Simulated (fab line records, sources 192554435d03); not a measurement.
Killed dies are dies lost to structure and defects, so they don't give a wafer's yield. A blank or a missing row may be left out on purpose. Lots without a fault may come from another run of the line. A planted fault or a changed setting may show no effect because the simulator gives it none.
fab line records | flow n5_finfet | part 1 of 2: steps 1 to 18 of 29
record lots=5 wafers=15 last_day=17
route steps=1938 shown BEOL_M5@1143
lots that met no fault: from a run of the same line without faults
start_h: hours from the record's first day to the start of the lot's first wafer shown | wait_h: hours since the lot's step before | " the same as in the row above | L1.1+2: a row that stands for several wafers | - no value, or no start given | * or withheld: withheld | < > ~ a bound
route shown NAME@n: a module of which the file shows steps, and the number in the route of the first | usual: mean/standard deviation of fault-free wafers | same: alike in all rows | chamber/n: place in a boat | sites: the reading at each site | _std_site: their standard deviation | _edge_site: outer sites' mean less inner sites' | radius_mm: how far each site lies from the wafer's centre | mask NAME#n: copy n | behind: the tool/chamber that last shaped the wafer | hold: why the lot was held/for how many hours/how that ended | device: the transistor (n, p or np) that didn't switch | end of line: the same wafers' tests at the end of the route | a step without rows: its recipe alone | killed: dies lost to structure and defects at the first sort, not the wafer's yield | map: a wafer's dies, x killed, . not, _ none there
set.NAME: the setting as run; set.NAME@STEP: as run at that earlier step | model.NAME: the simulator's own value behind a step, which no gauge read
lots at some steps of the route; a table a step, a row a wafer
services: from which hour (start_h, from the record's first day; less than 0 if before it) a tool's chamber was out of use, for how many hours, and why
## steps
# step N5_BEOL_M5_EBR_24
# recipe solvent=PGMEA ebr_width_mm=1.5
# columns lot.wafer tool chamber start_h wait_h
L074.2+3+6 litho_track-05 0 - -
L084.1+4+5 litho_track-03 0 - -
L090.1+4+6 litho_track-02 0 - -
L094.2+3+4 litho_track-03 0 - -
L095.1+5+6 litho_track-03 0 - -
# step N5_BEOL_M5_SOFTBAKE_23
# recipe temp_c=110 time_s=60 resist=CAR-EUV
# columns lot.wafer tool chamber start_h wait_h
L074.2+3+6 litho_track-05 0 - -
L084.1+4+5 litho_track-03 0 - -
L090.1+4+6 litho_track-02 0 - -
L094.2+3+4 litho_track-03 0 - -
L095.1+5+6 litho_track-03 0 - -
# step N5_BEOL_M5_EXPOSE_25
# recipe mask_id=V4 na=0.33 source_shape=quasar sigma_inner=0.2 sigma_outer=0.6 polarization=unpolarized defocus_nm=10 dose_mj=52.75
# columns lot.wafer tool chamber start_h wait_h mask
L074.2+3+6 euv_scanner-01 0 174.42 - V4#0
L084.1+4+5 euv_scanner-01 0 230.66 - V4#0
L090.1+4+6 euv_scanner-01 0 264.04 - V4#0
L094.2+3+4 euv_scanner-02 0 291.65 - V4#0
L095.1+5+6 euv_scanner-02 0 299.42 - V4#0
# step N5_BEOL_M5_PEB_26
# recipe peb_temp_c=100 peb_time_s=60 resist=CAR-EUV
# columns lot.wafer tool chamber start_h wait_h
L074.2+3+6 litho_track-02 0 174.49 0.1
L084.1+4+5 litho_track-02 0 230.73 0.1
L090.1+4+6 litho_track-02 0 264.11 0.1
L094.2+3+4 litho_track-02 0 291.71 0.1
L095.1+5+6 litho_track-02 0 299.49 0.1
# step N5_BEOL_M5_DEVELOP_27
# recipe develop_time_s=30 developer=TMAH resist=CAR-EUV rinse_liquid=surfactant_rinse dry=air_spin dev_temp_c=23
# columns lot.wafer tool chamber start_h wait_h
L074.2+3+6 litho_track-02 0 - -
L084.1+4+5 litho_track-02 0 - -
L090.1+4+6 litho_track-02 0 - -
L094.2+3+4 litho_track-02 0 - -
L095.1+5+6 litho_track-02 0 - -
# step N5_BEOL_M5_CD_MEAS_28
# recipe target_cd_nm=30.6 landing_energy_ev=500 detector=se_inlens target_cd_y_nm=20 polarity=opening
# usual cd_nm=30.65/0.24
# columns lot.wafer tool chamber start_h wait_h cd_nm
L074.2 cd_sem-02 0 174.56 - 31.02
L074.3 " 0 " " 30.74
L074.6 " 0 " " 30.98
L084.1 cd_sem-01 0 230.80 - 30.38
L084.4 " 0 " " 30.26
L084.5 " 0 " " 30.90
L090.1 cd_sem-03 0 264.18 - 30.92
L090.4 " 0 " " 30.51
L090.6 " 0 " " 30.76
L094.2 cd_sem-01 0 291.78 - 30.78
L094.3 " 0 " " 30.67
L094.4 " 0 " " 30.83
L095.1 cd_sem-02 0 299.56 - 30.49
L095.5 " 0 " " 30.71
L095.6 " 0 " " 30.51
# step N5_BEOL_M5_OVL_MEAS_29
# recipe points_per_wafer=522
# usual V4_OVL=0.3/0.66
# columns lot.wafer tool chamber start_h wait_h V4_OVL[nm]
L074.2 overlay-02 0 174.59 0.0 1.4
L074.3 " 0 " " 0.3
L074.6 " 0 " " 0.4
L084.1 overlay-01 0 230.83 0.0 1.3
L084.4 " 0 " " 0.7
L084.5 " 0 " " 1.1
L090.1 overlay-01 0 264.21 0.0 0.6
L090.4 " 0 " " 0.4
L090.6 " 0 " " 1.1
L094.2 overlay-01 0 291.82 0.0 0.9
L094.3 " 0 " " 0.0
L094.4 " 0 " " 1.3
L095.1 overlay-02 0 299.59 0.0 0.0
L095.5 " 0 " " 0.0
L095.6 " 0 " " 0.7
# step N5_BEOL_M5_INSPECT_30
# recipe mode=adi inspect_instrument=brightfield
# usual raw_defect_count=394/100
# columns lot.wafer tool chamber start_h wait_h raw_defect_count
L074.2 defect_inspect-01 - 174.64 0.0 281
L074.3 " - " " 307
L074.6 " - " " 332
L084.1 defect_inspect-01 - 230.89 0.1 301
L084.4 " - " " 371
L084.5 " - " " 334
L090.1 defect_inspect-02 - 264.27 0.1 322
L090.4 " - " " 308
L090.6 " - " " 316
L094.2 defect_inspect-02 - 291.87 0.0 440
L094.3 " - " " 295
L094.4 " - " " 378
L095.1 defect_inspect-01 - 299.65 0.1 412
L095.5 " - " " 334
L095.6 " - " " 487
# step N5_BEOL_M5_DESCUM_33
# recipe chemistry=O2 time_s=7 source_power_w=50 bias_power_w=20 pressure_mtorr=20 rf_frequency_hz=2.712e+07 temp_c=40 resist=CAR-EUV o2_flow_sccm=225
# usual drypump_motor_current_A=5.8/0.6 oes_product_au=0.81/0.089 rf_vpp_V=243.0/1.1 showerhead_plenum_p_Torr=2.08/0.057 throttle_valve_pct=20.4/0.32
# columns lot.wafer tool chamber start_h wait_h drypump_motor_current_A oes_product_au rf_hours_counter_h rf_vpp_V showerhead_plenum_p_Torr throttle_valve_pct
L074.2 rie_diel-03 0 174.88 0.2 5.0 0.86 66 243.3 2.12 20.0
L074.3 " 1 " " 5.3 0.75 169 242.4 2.06 20.1
L074.6 " 1 " " 5.3 0.76 - 243.1 2.07 20.1
L084.1 rie_diel-04 0 231.12 0.2 5.7 0.95 6 244.2 2.13 20.6
L084.4 " 3 " " 6.6 0.71 - 241.6 2.00 20.9
L084.5 " 2 " " 5.7 0.87 - 243.4 2.15 20.6
L090.1 rie_diel-01 2 264.30 0.0 6.1 0.89 42 241.6 2.02 19.8
L090.4 " 3 " " 6.4 0.85 82 242.7 2.03 20.3
L090.6 " 2 " " 6.2 0.90 - 243.4 2.02 19.9
L094.2 rie_diel-04 3 291.90 0.0 6.6 0.69 222 242.1 2.00 20.9
L094.3 " 0 " " 5.7 0.90 22 244.2 2.13 20.6
L094.4 " 1 " " 6.5 0.77 134 242.8 2.10 20.5
L095.1 rie_diel-03 0 300.03 0.4 5.0 0.81 105 243.2 2.11 20.1
L095.5 " 0 " " 5.0 0.80 - 244.0 2.11 20.1
L095.6 " 2 " " 5.5 0.95 - 244.7 2.25 20.3
# step N5_BEOL_M5_ETCH_75
# recipe chemistry=N2/H2 target=underlayer target_depth_a=65 mask_material=CAR-EUV time_s=5.2 ion_energy_ev=200 pressure_mtorr=30 source_w=840 bias_w=150 n2_flow_sccm=200 h2_flow_sccm=200 ends=cleared
# usual drypump_motor_current_A=5.8/0.6 etch_rf_on_time_s=5.21/0.12 h2_flow_sccm=200.0/0.58 oes_product_au=0.69/0.075 rf_vpp_V=523.5/2.1 showerhead_plenum_p_Torr=2.53/0.067 throttle_valve_pct=17.85/0.26
# columns lot.wafer tool chamber start_h wait_h drypump_motor_current_A etch_rf_on_time_s h2_flow_sccm oes_product_au rf_hours_counter_h rf_vpp_V showerhead_plenum_p_Torr throttle_valve_pct
L074.2 rie_diel-03 0 174.91 0.0 5.0 5.11 200.4 0.73 66 522.0 2.58 17.39
L074.3 " 1 " " 5.3 4.97 200.8 0.66 169 525.7 2.54 17.72
L074.6 " 1 " " 5.3 5.00 200.6 0.65 - 523.6 2.54 17.75
L084.1 rie_diel-04 0 231.16 0.0 5.7 5.13 200.6 0.81 6 524.0 2.61 18.05
L084.4 " 3 " " 6.6 5.33 199.9 0.60 - 521.8 2.42 18.18
L084.5 " 2 " " 5.7 5.35 199.3 0.72 - 525.6 2.61 18.11
L090.1 rie_diel-01 2 264.34 0.0 6.1 5.05 198.7 0.76 42 521.1 2.50 17.56
L090.4 " 3 " " 6.4 5.22 201.5 0.72 82 520.2 2.47 17.72
L090.6 " 2 " " 6.1 4.99 200.2 0.78 - 522.8 2.50 17.57
L094.2 rie_diel-04 3 291.94 0.0 6.6 5.35 199.5 0.60 222 518.6 2.42 18.23
L094.3 " 0 " " 5.7 5.03 200.4 0.78 22 524.3 2.61 18.08
L094.4 " 1 " " 6.5 5.26 199.9 0.65 134 522.2 2.54 17.86
L095.1 rie_diel-03 0 300.06 0.0 5.0 5.24 200.6 0.68 105 525.4 2.56 17.47
L095.5 " 0 " " 5.0 5.15 200.3 0.70 - 524.1 2.56 17.45
L095.6 " 2 " " 5.5 5.26 200.9 0.81 - 530.8 2.71 17.54
# step N5_BEOL_M5_ETCH_67
# recipe chemistry=CF4 target=SiARC target_depth_a=156 mask_material=CAR-EUV time_s=26 ion_energy_ev=80 pressure_mtorr=40 source_w=545 bias_w=36 Ar_flow_sccm=100 cf4_flow_sccm=100 ends=cleared
# usual drypump_motor_current_A=5.8/0.6 etch_rf_on_time_s=26.1/0.77 oes_product_au=0.69/0.076 rf_vpp_V=183.9/1 showerhead_plenum_p_Torr=2.13/0.058 throttle_valve_pct=15.60/0.25
# columns lot.wafer tool chamber start_h wait_h drypump_motor_current_A etch_rf_on_time_s oes_product_au rf_hours_counter_h rf_vpp_V showerhead_plenum_p_Torr throttle_valve_pct
L074.2 rie_diel-03 0 174.93 0.0 5.0 26.2 0.73 66 184.9 2.17 15.18
L074.3 " 1 " " 5.3 25.3 0.65 169 184.2 2.14 15.47
L074.6 " 1 " " 5.3 25.4 0.66 - 183.6 2.14 15.47
L084.1 rie_diel-04 0 231.17 0.0 5.7 25.3 0.82 6 183.3 2.20 15.78
L084.4 " 3 " " 6.6 26.7 0.60 - 181.9 2.03 15.90
L084.5 " 2 " " 5.7 26.9 0.72 - 184.5 2.20 15.68
L090.1 rie_diel-01 2 264.36 0.0 6.1 25.1 0.78 42 183.6 2.09 15.23
L090.4 " 3 " " 6.4 26.6 0.71 82 183.4 2.09 15.48
L090.6 " 2 " " 6.1 24.5 0.79 - 183.5 2.09 15.24
L094.2 rie_diel-04 3 291.95 0.0 6.6 26.9 0.59 222 183.6 2.03 15.96
L094.3 " 0 " " 5.7 25.3 0.77 22 184.3 2.19 15.80
L094.4 " 1 " " 6.5 26.7 0.65 134 185.0 2.15 15.67
L095.1 rie_diel-03 0 300.08 0.0 5.0 26.1 0.69 105 182.8 2.15 15.24
L095.5 " 0 " " 5.0 25.9 0.69 - 182.3 2.15 15.25
L095.6 " 2 " " 5.5 26.2 0.80 - 184.6 2.28 15.39
# step N5_BEOL_M5_ETCH_68
# recipe chemistry=N2/H2 target=SOC target_depth_a=800 overetch_a=160 mask_material=SiARC temp_c=40 time_s=120 ion_energy_ev=200 pressure_mtorr=30 source_w=840 bias_w=150 n2_flow_sccm=200 h2_flow_sccm=200
# usual drypump_motor_current_A=5.8/0.61 h2_flow_sccm=199.9/0.54 oes_product_au=0.62/0.062 rf_vpp_V=523.5/2.1 showerhead_plenum_p_Torr=2.53/0.067 throttle_valve_pct=17.81/0.27
# columns lot.wafer tool chamber start_h wait_h drypump_motor_current_A h2_flow_sccm oes_product_au rf_hours_counter_h rf_vpp_V showerhead_plenum_p_Torr throttle_valve_pct
L074.2 rie_diel-03 0 174.96 0.0 5.0 200.4 0.65 66 525.0 2.58 17.36
L074.3 " 1 " " 5.3 200.4 0.58 169 523.1 2.54 17.68
L074.6 " 1 " " 5.3 201.2 0.58 - 524.2 2.54 17.68
L084.1 rie_diel-04 0 231.20 0.0 5.7 199.7 0.72 6 525.0 2.61 18.04
L084.4 " 3 " " 6.6 200.0 0.55 - 522.0 2.42 18.17
L084.5 " 2 " " 5.7 200.2 0.66 - 526.5 2.61 18.05
L090.1 rie_diel-01 2 264.38 0.0 6.1 199.6 0.68 42 521.2 2.50 17.52
L090.4 " 3 " " 6.4 198.9 0.64 82 521.0 2.47 17.69
L090.6 " 2 " " 6.1 200.9 0.68 - 523.3 2.50 17.52
L094.2 rie_diel-04 3 291.98 0.0 6.6 200.1 0.54 222 522.4 2.42 18.19
L094.3 " 0 " " 5.7 199.7 0.69 22 526.5 2.61 18.05
L094.4 " 1 " " 6.5 199.4 0.59 134 524.2 2.54 17.83
L095.1 rie_diel-03 0 300.11 0.0 5.0 199.3 0.62 105 525.5 2.56 17.42
L095.5 " 0 " " 5.0 199.5 0.62 - 523.9 2.56 17.40
L095.6 " 2 " " 5.5 200.5 0.72 - 528.6 2.71 17.48
# step N5_BEOL_M5_STRIP_69
# recipe chemistry=N2/H2 temp_c=40 n2_flow_sccm=200 h2_flow_sccm=200 rf_frequency_hz=6e+07
# columns lot.wafer tool chamber start_h wait_h
L074.2+3+6 rie_diel-03 0,1,1 175.04 0.0
L084.1+4+5 rie_diel-04 0,3,2 231.28 0.0
L090.1+4+6 rie_diel-01 2,3,2 264.46 0.0
L094.2+3+4 rie_diel-04 3,0,1 292.06 0.0
L095.1+5+6 rie_diel-03 0,0,2 300.19 0.0
# step N5_BEOL_M5_STRIP_76
# recipe chemistry=N2/H2 temp_c=40 n2_flow_sccm=200 h2_flow_sccm=200 rf_frequency_hz=6e+07
# columns lot.wafer tool chamber start_h wait_h
L074.2+3+6 rie_diel-03 0,1,1 175.05 0.0
L084.1+4+5 rie_diel-04 0,3,2 231.29 0.0
L090.1+4+6 rie_diel-01 2,3,2 264.47 0.0
L094.2+3+4 rie_diel-04 3,0,1 292.07 0.0
L095.1+5+6 rie_diel-03 0,0,2 300.20 0.0
# step N5_BEOL_M5_VIA_ETCH_34
# recipe chemistry=C4F6/O2 target=SiCOH_lowk target_depth_a=883 mask_material=SOC taper_deg=4 time_s=39.2 ion_energy_ev=250 pressure_mtorr=30 source_w=345 bias_w=185 Ar_flow_sccm=300 C4F6_flow_sccm=10 O2_flow_sccm=10
# usual drypump_motor_current_A=5.8/0.6 oes_ar_750_au=0.80/0.082 oes_f_703_au=0.79/0.082 oes_product_au=0.81/0.088 rf_vpp_V=672/15 showerhead_plenum_p_Torr=2.84/0.078 throttle_valve_pct=20.90/0.29
# columns lot.wafer tool chamber start_h wait_h drypump_motor_current_A oes_ar_750_au oes_f_703_au oes_product_au rf_hours_counter_h rf_vpp_V showerhead_plenum_p_Torr throttle_valve_pct
L074.2 rie_diel-03 0 175.06 0.0 5.0 0.84 0.84 0.85 66 672 2.87 20.40
L074.3 " 1 " " 5.3 0.76 0.75 0.77 169 678 2.86 20.83
L074.6 " 1 " " 5.3 0.76 0.75 0.76 - 676 2.86 20.86
L084.1 rie_diel-04 0 231.30 0.0 5.8 0.95 0.95 0.94 6 665 2.91 21.09
L084.4 " 3 " " 6.6 0.71 0.70 0.70 - 678 2.71 21.20
L084.5 " 2 " " 5.7 0.83 0.80 0.85 - 699 2.93 21.14
L090.1 rie_diel-01 2 264.48 0.0 6.1 0.89 0.90 0.91 42 661 2.76 20.35
L090.4 " 3 " " 6.4 0.82 0.80 0.84 82 674 2.79 20.90
L090.6 " 2 " " 6.1 0.90 0.90 0.91 - 661 2.76 20.35
L094.2 rie_diel-04 3 292.08 0.0 6.6 0.70 0.70 0.70 222 678 2.70 21.23
L094.3 " 0 " " 5.7 0.90 0.90 0.90 23 664 2.90 21.09
L094.4 " 1 " " 6.5 0.75 0.72 0.77 134 681 2.88 21.07
L095.1 rie_diel-03 0 300.21 0.0 5.0 0.80 0.79 0.81 105 671 2.85 20.46
L095.5 " 0 " " 5.0 0.80 0.79 0.81 - 671 2.86 20.43
L095.6 " 2 " " 5.5 0.93 0.92 0.95 - 693 3.05 20.76
# step N5_BEOL_M5_STRIP_85
# recipe chemistry=C4F6/O2 resist=SiARC rf_frequency_hz=6e+07
# columns lot.wafer tool chamber start_h wait_h
L074.2+3+6 rie_diel-03 0,1,1 175.09 0.0
L084.1+4+5 rie_diel-04 0,3,2 231.34 0.0
L090.1+4+6 rie_diel-01 2,3,2 264.52 0.0
L094.2+3+4 rie_diel-04 3,0,1 292.12 0.0
L095.1+5+6 rie_diel-03 0,0,2 300.24 0.0
# step N5_BEOL_M5_STRIP_36
# recipe chemistry=N2/H2 power_w=450 temp_c=40 pressure_mtorr=20 rf_frequency_hz=6e+07 overash_fraction=0.3 bias_power_w=7 h2_frac=0.5 n2_flow_sccm=200 h2_flow_sccm=200
# usual drypump_motor_current_A=5.8/0.6 h2_flow_sccm=200.1/0.63 oes_product_au=0.81/0.089 power_w=450.1/1.3 rf_vpp_V=59.2/1.4 showerhead_plenum_p_Torr=2.53/0.067 throttle_valve_pct=23.6/0.31
# columns lot.wafer tool chamber start_h wait_h drypump_motor_current_A h2_flow_sccm oes_product_au power_w rf_hours_counter_h rf_vpp_V showerhead_plenum_p_Torr throttle_valve_pct
L074.2 rie_diel-03 0 175.10 0.0 5.0 200.4 0.86 452.2 66 58.3 2.57 23.2
L074.3 " 1 " " 5.3 200.4 0.75 451.8 169 57.8 2.53 23.5
L074.6 " 1 " " 5.3 199.3 0.75 452.6 - 60.0 2.53 23.5
L084.1 rie_diel-04 0 231.35 0.0 5.7 200.3 0.96 448.2 6 59.4 2.61 23.9
L084.4 " 3 " " 6.6 199.5 0.70 452.0 - 60.2 2.42 23.9
L084.5 " 2 " " 5.7 200.5 0.87 451.1 - 57.1 2.60 24.2
L090.1 rie_diel-01 2 264.53 0.0 6.1 200.5 0.90 452.6 42 57.3 2.50 23.3
L090.4 " 3 " " 6.4 200.5 0.85 449.6 83 57.0 2.47 23.5
L090.6 " 2 " " 6.2 200.2 0.90 451.3 - 58.9 2.50 23.3
L094.2 rie_diel-04 3 292.13 0.0 6.6 199.2 0.70 448.2 222 59.4 2.41 23.9
L094.3 " 0 " " 5.7 200.5 0.91 449.4 23 60.2 2.60 23.9
L094.4 " 1 " " 6.5 200.6 0.77 448.1 134 61.7 2.53 23.7
L095.1 rie_diel-03 0 300.25 0.0 5.0 199.6 0.82 451.4 106 59.3 2.55 23.2
L095.5 " 0 " " 5.0 200.0 0.81 450.6 - 60.4 2.56 23.3
L095.6 " 2 " " 5.5 199.5 0.95 449.3 - 59.4 2.70 23.2
# step N5_BEOL_M5_TRENCH_ETCH_37
# recipe chemistry=C4F6/O2 target_depth_a=716.52 target=SiCOH_lowk time_s=24.7 ion_energy_ev=250 pressure_mtorr=30 source_w=345 bias_w=185 Ar_flow_sccm=300 C4F6_flow_sccm=10 O2_flow_sccm=10
# usual drypump_motor_current_A=5.8/0.6 oes_ar_750_au=0.80/0.082 oes_f_703_au=0.79/0.082 oes_product_au=0.81/0.089 rf_vpp_V=672/15 showerhead_plenum_p_Torr=2.84/0.078 throttle_valve_pct=20.94/0.29
# columns lot.wafer tool chamber start_h wait_h drypump_motor_current_A oes_ar_750_au oes_f_703_au oes_product_au rf_hours_counter_h rf_vpp_V showerhead_plenum_p_Torr throttle_valve_pct
L074.2 rie_diel-03 0 - - 5.0 0.84 0.83 0.86 66 671 2.87 20.42
L074.3 " 1 " " 5.3 0.76 0.75 0.77 169 677 2.86 20.88
L074.6 " 1 " " 5.3 0.76 0.75 0.76 - 677 2.86 20.89
L084.1 rie_diel-04 0 - - 5.7 0.93 0.94 0.95 6 665 2.91 21.12
L084.4 " 3 " " 6.6 0.71 0.71 0.70 - 676 2.71 21.23
L084.5 " 2 " " 5.7 0.83 0.81 0.85 - 701 2.93 21.19
L090.1 rie_diel-01 2 - - 6.1 0.89 0.90 0.92 42 661 2.76 20.38
L090.4 " 3 " " 6.4 0.83 0.80 0.84 83 673 2.79 20.93
L090.6 " 2 " " 6.1 0.90 0.89 0.90 - 661 2.76 20.39
L094.2 rie_diel-04 3 - - 6.6 0.70 0.70 0.69 222 677 2.70 21.27
L094.3 " 0 " " 5.8 0.89 0.89 0.90 23 663 2.90 21.16
L094.4 " 1 " " 6.5 0.75 0.72 0.76 134 683 2.88 21.10
L095.1 rie_diel-03 0 - - 5.0 0.80 0.79 0.82 106 671 2.85 20.48
L095.5 " 0 " " 5.0 0.81 0.79 0.82 - 670 2.86 20.46
L095.6 " 2 " " 5.5 0.93 0.92 0.95 - 693 3.05 20.77
